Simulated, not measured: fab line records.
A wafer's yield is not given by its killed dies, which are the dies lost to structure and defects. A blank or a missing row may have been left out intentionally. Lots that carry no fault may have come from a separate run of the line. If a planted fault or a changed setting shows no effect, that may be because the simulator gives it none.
Chamber matching -- flow n5 finfet -- N5_FIN_CUT_ETCH_21 on rie diel-01 has 4 sister chambers
The step etches SOC in N2/H2, target depth 219 nm, overetch 43.8 nm, time 523.5 s. 4 wafers are shown with their chamber, then 12 later ones without.

== WAFERS WITH THEIR CHAMBER ==
wafer,chamber,throttle valve pct (%)
L087.2,2,17.94
L088.1,3,18.41
L088.2,0,18.07
L088.3,1,18.05

== WAFERS MISSING THEIR CHAMBER ==
wafer,throttle valve pct (%)
L090.2,18.07
L090.3,18.43
L090.5,18.07
L091.3,18.09
L091.4,18.43
L091.6,18.06
L095.3,18.08
L095.5,17.97
L095.6,18.08
L097.2,18.09
L097.4,18.44
L097.5,18.09

== CHAMBER TAKEN BY EACH ==
wafer,from the rows above,in truth
L090.2,can't be placed: 0 or 1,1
L090.3,3,3
L090.5,can't be placed: 0 or 1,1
L091.3,can't be placed: 0 or 1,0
L091.4,3,3
L091.6,can't be placed: 1 or 0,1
L095.3,can't be placed: 0 or 1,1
L095.5,2,2
L095.6,can't be placed: 0 or 1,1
L097.2,can't be placed: 0 or 1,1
L097.4,3,3
L097.5,can't be placed: 0 or 1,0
Correctly placed: 4 of 12. Unplaceable from these rows: 8, with the true chamber sitting among the candidates in 8. 0 placed wrongly.
How it was worked out, from the rows above alone: a wafer's distance from a chamber is the root of the sum, over the readings, of the square of ((its reading less the chamber's mean) divided by the reading's scatter). If the next closest chamber is less than 2 further off than the closest, the wafer can't be placed; otherwise it belongs to the closest. Each chamber's mean is taken over the wafers shown for it. The scatter (one wafer shown for each chamber): square how far every hidden wafer sits from the nearest shown wafer, average those squares and take the square root.
